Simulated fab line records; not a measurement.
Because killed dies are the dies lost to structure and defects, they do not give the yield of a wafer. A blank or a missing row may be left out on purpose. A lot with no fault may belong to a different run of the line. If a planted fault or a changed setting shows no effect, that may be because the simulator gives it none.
Which tool did it? -- flow n5_finfet -- 12 lots, 36 wafers sampled, at 3 steps of a route of 1938

== WHAT THE GAUGES SHOWED, per wafer ==
N5_BEOL_M3_THK_MEAS_53: measures by xrf.
lot,measured,on,M3_THK (nm)
L075,day 7 17:19,film_metro-01,37.7 43.3 39.3
L076,day 8 11:44,film_metro-02,39.3 38.9 38.9
L079,day 9 14:11,film_metro-02,40.0 40.8 42.4
L081,day 9 19:20,film_metro-02,39.9 43.2 40.0
L085,day 10 01:05,film_metro-02,43.0 43.3 42.7
L084,day 10 10:47,film_metro-02,36.8 39.7 40.8
L086,day 10 13:57,film_metro-02,41.4 41.0 39.6
L089,day 11 13:00,film_metro-02,39.8 40.9 40.2
L092,day 12 02:50,film_metro-01,37.5 39.6 38.1
L091,day 12 08:07,film_metro-02,38.8 41.2 41.4
L095,day 12 23:52,film_metro-02,40.5 39.1 38.5
L096,day 13 14:44,film_metro-01,39.2 39.7 37.3

== WHICH TOOL RAN EACH LOT (tool, then ch and the chambers of the sampled wafers, then the start) ==
lot,N5_BEOL_M3_SPUTTER_48,N5_BEOL_M3_SPUTTER_79
L075,"pvd_sputter-03, day 7 14:47","pvd_sputter-03, day 7 15:00"
L076,"pvd_sputter-02, day 8 09:12","pvd_sputter-02, day 8 09:25"
L079,"pvd_sputter-02, day 9 11:38","pvd_sputter-02, day 9 11:51"
L081,"pvd_sputter-03, day 9 16:47","pvd_sputter-03, day 9 17:00"
L085,"pvd_sputter-01, day 9 22:32","pvd_sputter-01, day 9 22:45"
L084,"pvd_sputter-01, day 10 08:13","pvd_sputter-01, day 10 08:26"
L086,"pvd_sputter-03, day 10 11:24","pvd_sputter-03, day 10 11:37"
L089,"pvd_sputter-03, day 11 10:28","pvd_sputter-03, day 11 10:41"
L092,"pvd_sputter-03, day 12 00:08","pvd_sputter-03, day 12 00:22"
L091,"pvd_sputter-02, day 12 05:07","pvd_sputter-02, day 12 05:20"
L095,"pvd_sputter-01, day 12 21:20","pvd_sputter-01, day 12 21:33"
L096,"pvd_sputter-01, day 13 12:12","pvd_sputter-01, day 13 12:25"
- N5_BEOL_M3_SPUTTER_48: material Cu, target thk 4.5 nm, time 8.29 s.
- N5_BEOL_M3_SPUTTER_79: material Cu, target thk 4.5 nm, time 8.29 s.

== THE ANSWER, worked out from the rows above alone ==
Rule: the usual values come from the lots themselves. The widest of any qualifying gaps counts: lots, ordered by their means at a reading, are off when they make up no more than a third of the lots, leave a main group of 4 or more, and stand apart from it by 3 or more times the standard deviation of that group's means. A main group whose means are all the same, to the digits that the tables above print for the reading, isn't used. Also off: a lot with no number at a reading for which 4 or more lots have one. The other lots that the step has rows for count as sound.
No lot is off at any reading shown: from this, nothing can be told.

== WHAT HAD BEEN PUT IN BY THE SIMULATOR ==
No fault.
